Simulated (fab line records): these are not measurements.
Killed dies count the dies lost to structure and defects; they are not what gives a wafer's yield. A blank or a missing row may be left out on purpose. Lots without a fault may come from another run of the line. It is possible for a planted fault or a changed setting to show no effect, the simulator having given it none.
A struck lot beside a sound one || flow nand_harc || 15 out of 1302 route steps
Sound: these wafers, L874.1, L874.2, L874.6. Wafers L882.2, L882.3, L882.5 were the ones struck. Last of all comes the cause.
Each step with rows lists, per side, the tool, then ch with its chambers, then its first start. Under that, the readings that differ: sound wafers || struck wafers || difference of the means || sigmas: that difference in standard deviations of wafers without a fault.
alike: same words and numbers on both sides, and readings whose means sit less than 2 such deviations apart. not compared: any withheld reading, any reading some wafer has no value for, any bound like >300 that may hide the same value, and any number with overlapping values for which the record gives no deviation.
The two part at a step that has a row with sigmas, a row that says differs or no value, or rows on one side only. Numbers that don't overlap but have no deviation are shown without sigmas and don't part them. Lack of a reading on every wafer of one side parts them only where that side has two or more wafers.

NHARC_A_CONTACT_CD_MEAS_42: the cd target is 300 nm.
  sound on cd_sem-03 ch 0, day 23 08:24; struck on cd_sem-01 ch 0, day 27 03:57
  alike: cd_nm
NHARC_A_CONTACT_OVL_MEAS_43:
  sound: overlay-01 at day 23 08:29; struck: overlay-01 at day 27 04:02
  alike: overlay_x_nm, overlay_y_nm
NHARC_A_CONTACT_INSPECT_44:
  sound: defect_inspect-01 at day 23 08:31; struck: defect_inspect-02 at day 27 04:04
  alike: raw_defect_count
NHARC_A_CONTACT_DESCUM_47: chemistry O2, time 3 s.
  sound on rie_diel-06 ch 1,2,3, day 23 08:35; struck on rie_diel-13 ch 2,3, day 27 04:08
  alike: drypump_motor_current_A, oes_product_au, rf_vpp_V, showerhead_plenum_p_Torr, throttle_valve_pct
  not compared: rf_hours_counter_h
NHARC_A_CONTACT_ETCH_48: etches the open film in CF4, target depth 39 nm, time 65 s.
  sound on rie_diel-06 ch 0,1,2, day 23 08:40; struck on rie_diel-13 ch 2,3, day 27 04:13
  alike: bias_w, cf4_flow_sccm, drypump_motor_current_A, oes_product_au, rf_vpp_V, showerhead_plenum_p_Torr, throttle_valve_pct
  not compared: rf_hours_counter_h
then, 2 steps without rows for these wafers: NHARC_A_CONTACT_ETCH_49 (etches the open film in N2/H2, target depth 260 nm, time 475.3 s); NHARC_A_CONTACT_ETCH_50 (etches the open film in CF4/CHF3, target depth 121 nm, time 60.5 s).
NHARC_A_CONTACT_ETCH_51: etches the open film in O2/COS, target depth 7000 nm, time 1820 s.
  sound: rie_diel-06 ch 0,2,3; struck: rie_diel-13 ch 1,2
  alike: bias_w, chamber_pressure_mTorr, drypump_motor_current_A, oes_product_au, rf_vpp_V, showerhead_plenum_p_Torr, throttle_valve_pct
  not compared: rf_hours_counter_h
then, 1 step without rows for these wafers: NHARC_A_CONTACT_ETCH_111 (etches the open film in C4F8/O2/Ar, time 140 s, target depth 700 nm).
NHARC_A_CONTACT_ETCH_112: etches the open film in C4F8/O2/Ar, time 190 s, target depth 1850 nm.
  sound on har_cap_etch-01 ch 0,1, day 23 10:36; struck on har_cap_etch-03 ch 0,1, day 27 06:11
  alike: chamber_pressure_mTorr, oes_air_line_au
  not compared: rf_hours_counter_h
then, 2 steps without rows for these wafers: NHARC_A_CONTACT_ETCH_113 (etches the open film in C4F8/O2/Ar, time 190 s, target depth 1850 nm); NHARC_A_CONTACT_ETCH_114 (etches the open film in C4F8/O2/Ar, time 190 s, target depth 1850 nm).
NHARC_A_CONTACT_ETCH_115: etches the open film in C4F8/O2/Ar, time 190 s, target depth 1850 nm.
  sound on har_cap_etch-01 ch 0,1, day 23 11:07; struck on har_cap_etch-03 ch 0,1, day 27 06:42
  no value came back on the struck wafers for chamber_pressure_mTorr (mTorr), oes_air_line_au (a.u.); on the sound wafers chamber_pressure_mTorr (mTorr) reads 19.978 19.973 20.009
  not compared: rf_hours_counter_h
NHARC_A_CONTACT_ETCH_116: etches the open film in C4F8/O2/Ar, time 190 s, target depth 1850 nm.
  sound on har_cap_etch-01 ch 0,1, day 23 11:17; struck on har_cap_etch-03 ch 0,1, day 27 06:52
  alike: chamber_pressure_mTorr, oes_air_line_au
  not compared: rf_hours_counter_h
-- record jumps: 3 days between struck wafers' starts before vs after; left off in module A_CONTACT, resumes in module END, first step shown is number 1302 of the route --
NHARC_END_SORT_01:
  sound on prober-01 ch 0, day 26 07:58; struck on prober-01 ch 0, day 30 09:49
{"reading": "killed_at_array", "sound": "42 59 43", "struck": "672 665 674", "difference": "+622", "sigmas": "+28"}
{"reading": "killed_dies", "sound": "49 60 47", "struck": "677 677 677", "difference": "+625", "sigmas": "+28"}
  alike: killed_at_other, killed_at_periphery, killed_open, killed_short

WHERE THEY PART
Last at NHARC_END_SORT_01 as far as this record goes, first at NHARC_A_CONTACT_ETCH_115.

WHY: the cause the simulator had injected
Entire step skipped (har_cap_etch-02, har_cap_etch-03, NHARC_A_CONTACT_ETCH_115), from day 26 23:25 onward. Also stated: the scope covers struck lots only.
